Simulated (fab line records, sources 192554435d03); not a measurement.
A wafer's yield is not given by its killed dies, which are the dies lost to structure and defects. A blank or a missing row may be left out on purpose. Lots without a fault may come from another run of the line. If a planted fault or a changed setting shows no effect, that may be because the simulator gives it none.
8D (eight disciplines) problem report, filled in by code -- flow n5 finfet -- the parts of the form that need people (team, actions taken, sign-off) are left out

## 1. THE ISSUE
Across 3 wafers from 3 lots, CJ_P at N5_BEOL_M4_RC_MEAS_101 averages 3.55, while fault-free wafers read 5.81 with a standard deviation of 0.17. That puts it -13 standard deviations away from the usual mean.
First seen on wafer L362.2, day 8 14:11, on prober-02. The record holds 26 wafers of 9 lots with a number at this step. By rule, "out" or "out of limits" means more than 4 standard deviations away from the usual mean. All remaining wafers that have a number are taken as sound.

## 2. WHAT IT IS, AND WHAT IT ISN'T
question,is,is not
which readings at this step,"CJ_P, ION_P","DIBL_N, IOFF_N, SS_N, VT_N"
which lots,"L362, L363, L367","L359, L360, L361, L371, L373, L382"
which wafers of those lots,"L362.2, L363.3, L367.3","L362.4, L362.5, L363.4, L363.5, L367.5"
read on which gauges,prober-02,prober-01
when,from day 8 14:11,"up to then (11 sound wafers); but 12 sound wafers of L363, L367, L371, L373, L382 came after"

## 3. WHAT RULES OUT EACH SUSPECT
Counting: if a tool at a process step up to the reading ran every lot that is out, it stays a suspect. Sound lots after the first of them don't rule it out here, since some wafers of a struck lot are sound.
- the gauge at N5_BEOL_M4_RC_MEAS_101: kept. All the wafers that are out were read on prober-02, and no step on other tools shows them out.
- rie si-01 at N5_SD_EPI_P_SD_RECESS_17 (chemistry HBr/Cl2/O2, target depth 39.1 nm, bt time 3 s): kept. Every lot that is out went through it, the first being L362 (day 4 00:11); the last sound lot it ran before that was L361 (day 3 18:00).
After counting, rie si-01 at N5_SD_EPI_P_SD_RECESS_17 and prober-02 at N5_BEOL_M4_RC_MEAS_101 remain.

## 4. THE CAUSE (what the simulator had put in)
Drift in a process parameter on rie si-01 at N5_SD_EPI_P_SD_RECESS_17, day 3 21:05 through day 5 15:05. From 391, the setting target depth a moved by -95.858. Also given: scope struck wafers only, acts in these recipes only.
After counting, 2 suspects remain, this tool included.

## 5. SEQUENCE OF EFFECTS, ordered by route
One row per reading whose mean, taken over the struck wafers that have a number, lies over 3 standard deviations from the usual. Only readings whose record carries a usual standard deviation are examined. hours: median over the lots of the time between each lot's start at the first step of this table that gives one and its start at this step. sigmas: the change, counted in usual standard deviations.
hours,step,reading,usual,on struck wafers,change,sigmas
0,N5_BEOL_M4_RC_MEAS_101,CJ_P,5.81,3.55,-2.26,-13
0,N5_BEOL_M4_RC_MEAS_101,ION_P,462 uA/um,407,-55,-10
0,N5_BEOL_M4_RC_MEAS_101,REXT_P,101.1 ohm.um,110.5,+9.4,+3.9
0,N5_BEOL_M4_RC_MEAS_101,VT_P,-249.9 mV,-258.4,-8.5,-3.0
0,N5_BEOL_M4_RC_MEAS_101,VT_P_LVT,-99.0 mV,-106.6,-7.6,-3.2
96,N5_PASSIVATION_PROBE_49,sort n pass,1078,2,-1076,-60
96,N5_PASSIVATION_PROBE_49,sort yield pct,91.3 %,0.2,-91.1,-61
Here are the process steps it includes:
- N5_PASSIVATION_PROBE_49
Later steps that measure or inspect, where all struck wafers having a row at the step show a number for every such reading and not one has moved that far: N5_BEOL_M5_THK_MEAS_01.

## 6. WHAT WOULD HAVE CAUGHT IT SOONER
113 hours passed between the start of the fault at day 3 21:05 and the first reading out of limits at a measuring or inspecting step in this record, taken at day 8 14:11.
No tool reading at N5_SD_EPI_P_SD_RECESS_17 that has a usual standard deviation in the record was out on any struck wafer, so an alarm limit of 4 standard deviations on those readings would not have fired.
All the lots that are out (3) had begun N5_SD_EPI_P_SD_RECESS_17 on rie si-01 by day 8 14:11. A hold on the tool at that time would have spared none of them.
